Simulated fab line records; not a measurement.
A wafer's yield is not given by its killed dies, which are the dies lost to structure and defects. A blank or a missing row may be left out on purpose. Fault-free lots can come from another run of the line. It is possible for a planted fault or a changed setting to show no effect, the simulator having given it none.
fab line records + flow nand-harc + part 2 of 2: steps 19 to 26 of 26
record:
- lots: 5
- wafers: 15
- last-day: 24
route steps=1159 shown A_STAIRCASE@572
lots with no fault: from the same line, run without faults
start-h: the number of hours between the record's first day and the start of the first shown wafer of the lot + wait-h: hours elapsed since this lot's preceding step + " unchanged from the row above + L1.1+2: a row that stands for several wafers + - either no value or no given start + * or withheld: withheld + < > ~ a bound
route shown NAME@n: NAME is a module with steps in the file, n the number in the route of the first one + usual: the fault-free wafers' mean and standard deviation + same: alike in all rows + chamber/n: place in a boat + sites: the reading at each site + _std_site: their standard deviation + _edge_site: mean of outer sites minus mean of inner sites + radius-mm: for every site, how far away it sits from the centre of the wafer + mask NAME#n: copy n + behind: the tool/chamber that last shaped the wafer + hold: why the lot was held/for how many hours/how that ended + device: the n, p or np transistor that did not switch + end of line: at the end of the route, the tests of the same wafers + for a step that has no rows: nothing shown but its recipe + killed: dies that structure and defects cost at the first sort, which is not the same as the wafer's yield + map: the dies of a wafer, with x for killed, . for not killed, _ for no die there
set.NAME: the setting as run; set.NAME@STEP: as run at that earlier step + model.NAME: the simulator's own value behind a step, which no gauge read
lots at some steps of the route; a table a step, a row a wafer
services: when a tool's chamber went out of use (start-h, in hours from the record's first day, below 0 if earlier), for how many hours, and the reason
== steps ==
step: NHARC_A_STAIRCASE_TRIM_198
recipe:
- time-s: 211.2
- o2-flow-sccm: 500
- ar-flow-sccm: 0
- bias-w: 0
- chemistry: O2
usual:
- drypump-motor-current-A: 5.8/0.5
- oes-product-au: 0.996/0.014
- rf-vpp-V: 57.8/0.88
- showerhead-plenum-p-Torr: 3.52/0.18
- throttle-valve-pct: 17.036/0.0098
same:
- time-s: 211.2
| lot.wafer | tool        | chamber | start-h | wait-h | drypump-motor-current-A | oes-product-au | rf-hours-counter-h | rf-vpp-V | showerhead-plenum-p-Torr | throttle-valve-pct |
|-----------|-------------|---------|---------|--------|-------------------------|----------------|--------------------|----------|--------------------------|--------------------|
| L074.3    | rie-diel-05 | 3       | -       | -      | 6.5                     | 1.018          | 25                 | 57.7     | 3.31                     | 17.042             |
| L074.4    | "           | 0       | "       | "      | 4.7                     | 0.999          | 26                 | 57.5     | 3.50                     | 17.039             |
| L074.6    | "           | 1       | "       | "      | 5.7                     | 0.995          | -                  | 56.3     | 3.49                     | 17.029             |
| L076.1    | rie-diel-12 | 1       | -       | -      | 6.0                     | 0.991          | 14                 | 56.7     | 3.80                     | 17.025             |
| L076.3    | "           | 0       | "       | "      | 6.1                     | 0.974          | 15                 | 58.4     | 3.67                     | 17.037             |
| L076.6    | "           | 2       | "       | "      | 5.4                     | 0.988          | -                  | 57.9     | 3.36                     | 17.035             |
| L078.1    | rie-diel-11 | 1       | -       | -      | 5.7                     | 0.998          | 25                 | 58.0     | 3.76                     | 17.024             |
| L078.4    | "           | 3       | "       | "      | 6.7                     | 0.997          | -                  | 58.8     | 3.33                     | 17.038             |
| L078.6    | "           | 1       | "       | "      | 5.7                     | 1.009          | -                  | 57.5     | 3.77                     | 17.035             |
| L080.1    | rie-diel-12 | 1       | -       | -      | 5.9                     | 1.000          | 22                 | 57.8     | 3.79                     | 17.037             |
| L080.3    | "           | 2       | "       | "      | 5.4                     | 0.999          | 22                 | 58.2     | 3.35                     | 17.032             |
| L080.5    | "           | 0       | "       | "      | 6.1                     | 0.989          | -                  | 58.6     | 3.67                     | 17.055             |
| L095.2    | rie-diel-05 | 2       | -       | -      | 6.1                     | 0.972          | 11                 | 57.2     | 3.35                     | 17.035             |
| L095.4    | "           | 3       | "       | "      | 6.5                     | 1.008          | 11                 | 58.4     | 3.80                     | 17.034             |
| L095.5    | "           | 2       | "       | "      | 6.1                     | 0.974          | -                  | 57.4     | 3.35                     | 17.022             |
step: NHARC_A_STAIRCASE_ETCH_199
recipe:
- target-depth-a: 1000
- time-s: 40.5
- ion-energy-ev: 400
- c4f8-flow-sccm: 20
- o2-flow-sccm: 10
- ar-flow-sccm: withheld
- rf-w: 600
- bias-w: 1000
- chemistry: C4F8/O2
usual:
- oes-product-au: 0.940/0.016
- rf-vpp-V: 896/6.6
same:
- time-s: 40.5
| lot.wafer | tool        | chamber | start-h | wait-h | oes-product-au | rf-hours-counter-h | rf-vpp-V |
|-----------|-------------|---------|---------|--------|----------------|--------------------|----------|
| L074.3    | rie-diel-05 | 1       | -       | -      | 0.929          | 27                 | 894      |
| L074.4    | "           | 2       | "       | "      | 0.936          | 26                 | 891      |
| L074.6    | "           | 1       | "       | "      | 0.922          | -                  | 895      |
| L076.3    | rie-diel-12 | 1       | -       | -      | 0.914          | 14                 | 906      |
| L076.1    | "           | 2       | "       | "      | 0.911          | 14                 | 889      |
| L076.6    | "           | 3       | "       | "      | 0.948          | -                  | 901      |
| L078.1    | rie-diel-11 | 1       | -       | -      | 0.941          | 25                 | 905      |
| L078.4    | "           | 3       | "       | "      | 0.915          | -                  | 888      |
| L078.6    | "           | 1       | "       | "      | 0.940          | -                  | 905      |
| L080.1    | rie-diel-12 | 0       | -       | -      | 0.921          | 22                 | 900      |
| L080.3    | "           | 2       | "       | "      | 0.927          | 22                 | 890      |
| L080.5    | "           | 3       | "       | "      | 0.942          | -                  | 900      |
| L095.4    | rie-diel-05 | 3       | -       | -      | 0.957          | 11                 | 904      |
| L095.2    | "           | 0       | "       | "      | 0.966          | 8                  | 894      |
| L095.5    | "           | 2       | "       | "      | 0.918          | -                  | 889      |
step: NHARC_A_STAIRCASE_TRIM_200
recipe:
- time-s: 211.2
- o2-flow-sccm: 500
- ar-flow-sccm: 0
- bias-w: 0
- chemistry: O2
usual:
- drypump-motor-current-A: 5.8/0.51
- oes-product-au: 0.997/0.014
- rf-vpp-V: 57.8/0.96
- showerhead-plenum-p-Torr: 3.52/0.18
- throttle-valve-pct: 17.035/0.0088
same:
- time-s: 211.2
| lot.wafer | tool        | chamber | start-h | wait-h | drypump-motor-current-A | oes-product-au | rf-hours-counter-h | rf-vpp-V | showerhead-plenum-p-Torr | throttle-valve-pct |
|-----------|-------------|---------|---------|--------|-------------------------|----------------|--------------------|----------|--------------------------|--------------------|
| L074.3    | rie-diel-05 | 2       | -       | -      | 6.1                     | 0.993          | 26                 | 57.3     | 3.38                     | 17.026             |
| L074.4    | "           | 0       | "       | "      | 4.8                     | 0.991          | 26                 | 57.6     | 3.50                     | 17.030             |
| L074.6    | "           | 1       | "       | "      | 5.7                     | 0.994          | -                  | 57.6     | 3.49                     | 17.039             |
| L076.1    | rie-diel-12 | 2       | -       | -      | 5.3                     | 0.982          | 14                 | 58.7     | 3.36                     | 17.031             |
| L076.3    | "           | 0       | "       | "      | 6.1                     | 0.987          | 15                 | 58.4     | 3.67                     | 17.023             |
| L076.6    | "           | 2       | "       | "      | 5.4                     | 0.980          | -                  | 58.0     | 3.36                     | 17.041             |
| L078.1    | rie-diel-11 | 1       | -       | -      | 5.7                     | 1.005          | 25                 | 57.2     | 3.77                     | 17.014             |
| L078.6    | "           | 3       | "       | "      | 6.6                     | 0.993          | -                  | 54.7     | 3.33                     | 17.016             |
| L078.4    | "           | 1       | "       | "      | 5.6                     | 1.012          | -                  | 58.3     | 3.77                     | 17.031             |
| L080.1    | rie-diel-12 | 1       | -       | -      | 5.9                     | 0.988          | 23                 | 58.7     | 3.79                     | 17.048             |
| L080.3    | "           | 2       | "       | "      | 5.3                     | 1.002          | 22                 | 56.5     | 3.35                     | 17.036             |
| L080.5    | "           | 2       | "       | "      | 5.3                     | 0.988          | -                  | 57.0     | 3.35                     | 17.041             |
| L095.2    | rie-diel-05 | 1       | -       | -      | 5.7                     | 1.019          | 11                 | 57.4     | 3.46                     | 17.035             |
| L095.4    | "           | 0       | "       | "      | 4.7                     | 1.008          | 8                  | 56.3     | 3.47                     | 17.038             |
| L095.5    | "           | 1       | "       | "      | 5.7                     | 1.018          | -                  | 59.3     | 3.46                     | 17.046             |
step: NHARC_A_STAIRCASE_ETCH_201
recipe:
- target-depth-a: 1000
- time-s: 40.5
- ion-energy-ev: 400
- c4f8-flow-sccm: 20
- o2-flow-sccm: 10
- ar-flow-sccm: withheld
- rf-w: 600
- bias-w: 1000
- chemistry: C4F8/O2
usual:
- oes-product-au: 0.941/0.015
- rf-vpp-V: 896/6.4
same:
- time-s: 40.5
| lot.wafer | tool        | chamber | start-h | wait-h | oes-product-au | rf-hours-counter-h | rf-vpp-V |
|-----------|-------------|---------|---------|--------|----------------|--------------------|----------|
| L074.4    | rie-diel-05 | 2       | -       | -      | 0.929          | 26                 | 893      |
| L074.3    | "           | 0       | "       | "      | 0.936          | 26                 | 895      |
| L074.6    | "           | 3       | "       | "      | 0.967          | -                  | 887      |
| L076.3    | rie-diel-12 | 3       | -       | -      | 0.947          | 15                 | 899      |
| L076.1    | "           | 2       | "       | "      | 0.925          | 15                 | 890      |
| L076.6    | "           | 0       | "       | "      | 0.925          | -                  | 900      |
| L078.1    | rie-diel-11 | 3       | -       | -      | 0.934          | 26                 | 888      |
| L078.6    | "           | 2       | "       | "      | 0.921          | -                  | 906      |
| L078.4    | "           | 1       | "       | "      | 0.951          | -                  | 904      |
| L080.1    | rie-diel-12 | 0       | -       | -      | 0.930          | 22                 | 902      |
| L080.3    | "           | 1       | "       | "      | 0.933          | 23                 | 906      |
| L080.5    | "           | 3       | "       | "      | 0.950          | -                  | 901      |
| L095.4    | rie-diel-05 | 0       | -       | -      | 0.955          | 8                  | 894      |
| L095.2    | "           | 3       | "       | "      | 0.965          | 11                 | 906      |
| L095.5    | "           | 0       | "       | "      | 0.962          | -                  | 896      |
step: NHARC_A_STAIRCASE_TRIM_202
recipe:
- time-s: 211.2
- o2-flow-sccm: 500
- ar-flow-sccm: 0
- bias-w: 0
- chemistry: O2
usual:
- drypump-motor-current-A: 5.8/0.51
- oes-product-au: 0.996/0.014
- rf-vpp-V: 57.8/0.97
- showerhead-plenum-p-Torr: 3.53/0.18
- throttle-valve-pct: 17.037/0.01
same:
- time-s: 211.2
| lot.wafer | tool        | chamber | start-h | wait-h | drypump-motor-current-A | oes-product-au | rf-hours-counter-h | rf-vpp-V | showerhead-plenum-p-Torr | throttle-valve-pct |
|-----------|-------------|---------|---------|--------|-------------------------|----------------|--------------------|----------|--------------------------|--------------------|
| L074.3    | rie-diel-05 | 1       | -       | -      | 5.7                     | 0.993          | 27                 | 58.7     | 3.49                     | 17.029             |
| L074.4    | "           | 2       | "       | "      | 6.1                     | 0.986          | 26                 | 58.3     | 3.38                     | 17.026             |
| L074.6    | "           | 1       | "       | "      | 5.7                     | 0.991          | -                  | 55.5     | 3.49                     | 17.036             |
| L076.3    | rie-diel-12 | 1       | -       | -      | 5.9                     | 0.994          | 15                 | 57.8     | 3.80                     | 17.052             |
| L076.1    | "           | 3       | "       | "      | 5.6                     | 1.003          | 15                 | 58.6     | 3.65                     | 17.041             |
| L076.6    | "           | 1       | "       | "      | 5.9                     | 0.987          | -                  | 57.8     | 3.80                     | 17.036             |
| L078.1    | rie-diel-11 | 3       | -       | -      | 6.6                     | 0.996          | 26                 | 58.8     | 3.33                     | 17.033             |
| L078.6    | "           | 1       | "       | "      | 5.7                     | 1.015          | -                  | 55.9     | 3.76                     | 17.025             |
| L078.4    | "           | 2       | "       | "      | 6.1                     | 0.987          | -                  | 60.1     | 3.79                     | 17.045             |
| L080.1    | rie-diel-12 | 0       | -       | -      | 6.1                     | 0.991          | 22                 | 58.1     | 3.67                     | 17.016             |
| L080.3    | "           | 2       | "       | "      | 5.3                     | 0.991          | 22                 | 57.4     | 3.35                     | 17.036             |
| L080.5    | "           | 0       | "       | "      | 6.1                     | 0.986          | -                  | 57.1     | 3.66                     | 17.031             |
| L095.2    | rie-diel-05 | 3       | -       | -      | 6.5                     | 0.996          | 11                 | 58.4     | 3.80                     | 17.042             |
| L095.4    | "           | 1       | "       | "      | 5.7                     | 1.015          | 11                 | 57.2     | 3.46                     | 17.037             |
| L095.5    | "           | 0       | "       | "      | 4.8                     | 0.999          | -                  | 56.8     | 3.47                     | 17.040             |
step: NHARC_A_STAIRCASE_ETCH_203
recipe:
- target-depth-a: 1000
- time-s: 40.5
- ion-energy-ev: 400
- c4f8-flow-sccm: 20
- o2-flow-sccm: 10
- ar-flow-sccm: withheld
- rf-w: 600
- bias-w: 1000
- chemistry: C4F8/O2
usual:
- oes-product-au: 0.940/0.015
- rf-vpp-V: 896/6.5
same:
- time-s: 40.5
| lot.wafer | tool        | chamber | start-h | wait-h | oes-product-au | rf-hours-counter-h | rf-vpp-V |
|-----------|-------------|---------|---------|--------|----------------|--------------------|----------|
| L074.3    | rie-diel-05 | 3       | -       | -      | 0.970          | 25                 | 887      |
| L074.4    | "           | 0       | "       | "      | 0.934          | 26                 | 895      |
| L074.6    | "           | 2       | "       | "      | 0.937          | -                  | 890      |
| L076.3    | rie-diel-12 | 2       | -       | -      | 0.925          | 15                 | 889      |
| L076.1    | "           | 3       | "       | "      | 0.939          | 15                 | 900      |
| L076.6    | "           | 2       | "       | "      | 0.922          | -                  | 892      |
| L078.1    | rie-diel-11 | 2       | -       | -      | 0.926          | 24                 | 906      |
| L078.6    | "           | 3       | "       | "      | 0.932          | -                  | 889      |
| L078.4    | "           | 1       | "       | "      | 0.947          | -                  | 904      |
| L080.1    | rie-diel-12 | 2       | -       | -      | 0.927          | 22                 | 889      |
| L080.3    | "           | 0       | "       | "      | 0.928          | 22                 | 901      |
| L080.5    | "           | 2       | "       | "      | 0.930          | -                  | 890      |
| L095.2    | rie-diel-05 | 3       | -       | -      | 0.945          | 11                 | 905      |
| L095.4    | "           | 0       | "       | "      | 0.968          | 8                  | 894      |
| L095.5    | "           | 3       | "       | "      | 0.942          | -                  | 906      |
step: NHARC_A_STAIRCASE_STRIP_205
recipe:
- power-w: 1500
- temp-c: 250
- chemistry: O2
usual:
- drypump-motor-current-A: 6.2/0.33
- heater-power-w: 312/38
- rf-refl-power-W: 18/5.3
| lot.wafer | tool            | chamber | start-h | wait-h | drypump-motor-current-A | heater-power-w | rf-hours-counter-h | rf-refl-power-W |
|-----------|-----------------|---------|---------|--------|-------------------------|----------------|--------------------|-----------------|
| L074.4    | plasma-asher-02 | 1       | 237.15  | 0.2    | 6.1                     | 286            | -                  | 23              |
| L074.3    | "               | 0       | "       | "      | 5.7                     | 273            | -                  | 19              |
| L074.6    | "               | 0       | "       | "      | 5.7                     | 271            | -                  | 19              |
| L076.1    | plasma-asher-01 | 0       | 261.83  | 0.1    | 6.5                     | 370            | 53                 | 10              |
| L076.3    | "               | 1       | "       | "      | 6.4                     | 337            | -                  | 22              |
| L076.6    | "               | 0       | "       | "      | 6.5                     | 377            | -                  | 10              |
| L078.1    | plasma-asher-02 | 0       | 262.07  | 0.1    | 5.7                     | 276            | 23                 | 20              |
| L078.4    | "               | 0       | "       | "      | 5.7                     | 277            | -                  | 20              |
| L078.6    | "               | 0       | "       | "      | 5.7                     | 265            | -                  | 20              |
| L080.1    | plasma-asher-01 | 0       | 274.86  | 1.0    | 6.5                     | 381            | 62                 | 9               |
| L080.3    | "               | 1       | "       | "      | 6.5                     | 332            | -                  | 22              |
| L080.5    | "               | 0       | "       | "      | 6.5                     | 376            | -                  | 9               |
| L095.2    | plasma-asher-02 | 0       | 381.36  | 0.1    | 5.7                     | 274            | 5                  | 19              |
| L095.4    | "               | 0       | "       | "      | 5.7                     | 269            | -                  | 20              |
| L095.5    | "               | 0       | "       | "      | 5.7                     | 267            | -                  | 19              |
step: NHARC_A_STAIRCASE_STRIP_206
recipe:
- time-s: 900
- temp-c: 130
- chemistry: SPM
same:
- time-s: 900
| lot.wafer  | tool         | chamber | start-h | wait-h |
|------------|--------------|---------|---------|--------|
| L074.4+3+6 | wet-bench-06 | 0,2,3   | 237.41  | 0.2    |
| L076.3+1+6 | wet-bench-09 | 6,1,2   | 262.18  | 0.2    |
| L078.1+6+4 | wet-bench-06 | 4,6,7   | 262.41  | 0.3    |
| L080.1+5+3 | wet-bench-09 | 1,2,4   | 275.23  | 0.3    |
| L095.2+5+4 | wet-bench-09 | 7,0,4   | 381.71  | 0.3    |
== services ==
| tool            | chamber | start-h | hours | kind   |
|-----------------|---------|---------|-------|--------|
| litho-track-03  | -       | 213.00  | 7.0   | pm     |
| rie-diel-11     | 0       | 223.02  | -     | clean  |
| rie-diel-11     | 1       | 223.02  | -     | clean  |
| litho-track-05  | -       | 237.00  | 7.0   | pm     |
| rie-diel-11     | 2       | 242.83  | 4.5   | repair |
| rie-diel-11     | 0       | 259.02  | 6.5   | repair |
| krf-scanner-04  | -       | 264.56  | 5.1   | repair |
| plasma-asher-01 | -       | 276.05  | 9.0   | pm     |
| krf-scanner-03  | -       | 284.73  | 0.4   | repair |
| wet-bench-09    | -       | 288.80  | 8.0   | pm     |
| krf-scanner-04  | -       | 298.00  | 4.0   | pm     |
| krf-scanner-04  | -       | 303.49  | 1.5   | repair |
| wet-bench-06    | -       | 305.60  | 8.0   | pm     |
| plasma-asher-01 | -       | 306.97  | 4.4   | repair |
| krf-scanner-03  | -       | 315.80  | 3.7   | repair |
| wet-bench-06    | -       | 323.20  | 12.8  | repair |
| krf-scanner-03  | -       | 340.00  | 4.0   | pm     |
| litho-track-02  | -       | 340.00  | 7.0   | pm     |
| rie-diel-05     | -       | 340.65  | 9.0   | pm     |
| plasma-asher-02 | -       | 360.02  | 9.0   | pm     |
| rie-diel-11     | -       | 366.55  | 9.0   | pm     |
| rie-diel-05     | 0       | 372.58  | 1.2   | repair |
| rie-diel-12     | -       | 379.53  | 9.0   | pm     |
| plasma-asher-01 | -       | 380.67  | 3.1   | repair |
